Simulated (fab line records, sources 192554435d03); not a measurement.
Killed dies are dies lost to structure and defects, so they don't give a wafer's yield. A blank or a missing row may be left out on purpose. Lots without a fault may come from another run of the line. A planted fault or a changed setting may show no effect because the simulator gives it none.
One fault seen from 2 desks | flow n5_finfet | each desk has only its own numbers; what lay behind them comes last

THE TOOL OWNER'S DESK: rie_diel-06
The tool's own readings at N5_BEOL_M0_CUTY_ETCH_63 (etches SOC in N2/H2, target depth 82.7 nm, overetch 16.5 nm, time 124 s): means of the sampled wafers that have a number, for each lot that ran on this tool. A lot is out of limits, marked OUT, if its mean lies more than 4 standard deviations from the usual mean; the brackets give that distance.
Columns: A = bias_w at N5_BEOL_M0_CUTY_ETCH_63, usual 150.0 W; B = drypump_motor_current_A at N5_BEOL_M0_CUTY_ETCH_63, usual 5.8 A; C = oes_product_au at N5_BEOL_M0_CUTY_ETCH_63, usual 0.64 a.u.; D = rf_fwd_power_W at N5_BEOL_M0_CUTY_ETCH_63, usual 836.8 W; E = rf_vpp_V at N5_BEOL_M0_CUTY_ETCH_63, usual 523.2 V; F = showerhead_plenum_p_Torr at N5_BEOL_M0_CUTY_ETCH_63, usual 2.52 Torr; G = throttle_valve_pct at N5_BEOL_M0_CUTY_ETCH_63, usual 17.84 %
lot  | first seen here | A     | B   | C    | D                | E               | F    | G
L159 | day 6 17:58     | 150.5 | 5.0 | 0.66 | 838.4            | 522.6           | 2.47 | 17.72
L160 | day 7 02:02     | 149.9 | 5.6 | 0.61 | 837.0            | 524.4           | 2.57 | 17.84
L161 | day 7 07:14     | 149.6 | 5.7 | 0.60 | 834.2            | 522.6           | 2.51 | 17.92
L162 | day 7 11:52     | 150.1 | 5.7 | 0.60 | 836.8            | 522.4           | 2.51 | 17.93
L175 | day 10 20:08    | 150.2 | 5.1 | 0.65 | 1039.9 (+73) OUT | 485.1 (-16) OUT | 2.46 | 17.70
L176 | day 10 22:46    | 149.8 | 5.3 | 0.68 | 1038.1 (+72) OUT | 486.6 (-15) OUT | 2.51 | 17.69
This desk's finding: out of limits on L175, L176; first on L175, day 10 20:08 (rf_fwd_power_W at N5_BEOL_M0_CUTY_ETCH_63). In limits: L159, L160, L161, L162.

THE METROLOGY DESK
What the gauges read, lot by lot, whatever tool the lot ran on: means of the sampled wafers that have a number. A lot is out of limits, marked OUT, if its mean lies more than 4 standard deviations from the usual mean; the brackets give that distance. Of its 13 readings 7 are shown: those that lie furthest out on some lot.
Columns: A = IOFF_N at N5_BEOL_M4_RC_MEAS_101, usual 0.16 nA/um; B = IOFF_P at N5_BEOL_M4_RC_MEAS_101, usual 0.21 nA/um; C = ION_N at N5_BEOL_M4_RC_MEAS_101, usual 672 uA/um; D = SS_N at N5_BEOL_M4_RC_MEAS_101, usual 71.6 mV/dec; E = SS_P at N5_BEOL_M4_RC_MEAS_101, usual 73.4 mV/dec; F = VT_N at N5_BEOL_M4_RC_MEAS_101, usual 250 mV; G = VT_P at N5_BEOL_M4_RC_MEAS_101, usual -250.5 mV
lot  | first seen here | A    | B    | C   | D    | E    | F   | G
L157 | day 6 14:22     | 0.14 | 0.19 | 672 | 71.5 | 72.4 | 249 | -250.2
L156 | day 6 14:51     | 0.18 | 0.23 | 674 | 72.2 | 74.7 | 249 | -247.8
L159 | day 6 15:13     | 0.21 | 0.26 | 677 | 71.9 | 74.1 | 247 | -248.9
L160 | day 7 00:18     | 0.12 | 0.17 | 675 | 70.3 | 72.6 | 253 | -252.8
L161 | day 7 05:28     | 0.18 | 0.23 | 678 | 71.5 | 73.4 | 246 | -250.0
L162 | day 7 09:30     | 0.16 | 0.21 | 672 | 72.5 | 73.2 | 250 | -249.6
L165 | day 8 03:58     | 0.11 | 0.17 | 651 | 71.5 | 72.5 | 256 | -252.3
L175 | day 10 18:34    | 0.16 | 0.22 | 673 | 71.7 | 73.5 | 250 | -252.9
L176 | day 10 21:05    | 0.18 | 0.23 | 683 | 71.3 | 73.7 | 248 | -248.0
L177 | day 11 07:14    | 0.22 | 0.27 | 679 | 72.1 | 74.1 | 246 | -245.0
This desk's finding: nothing out of limits on any of the 10 lots.

PUT TOGETHER
The tool owner's desk could have raised an alarm at day 10 20:08, on L175, L176.
The metrology desk saw nothing out of limits.
The metrology desk has L175, L176 on record, within its limits.
Of the lots named, all ran N5_BEOL_M0_CUTY_ETCH_63 on rie_diel-06.

WHAT THE SIMULATOR HAD PUT IN
Process parameter drift: rie_diel-06, from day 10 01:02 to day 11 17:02, at N5_BEOL_M0_CUTY_ETCH_63. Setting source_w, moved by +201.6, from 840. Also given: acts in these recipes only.
Lots struck among those shown: L175, L176.
Hours from the fault's start to each desk's first reading out of limits: the tool owner's desk, 19.
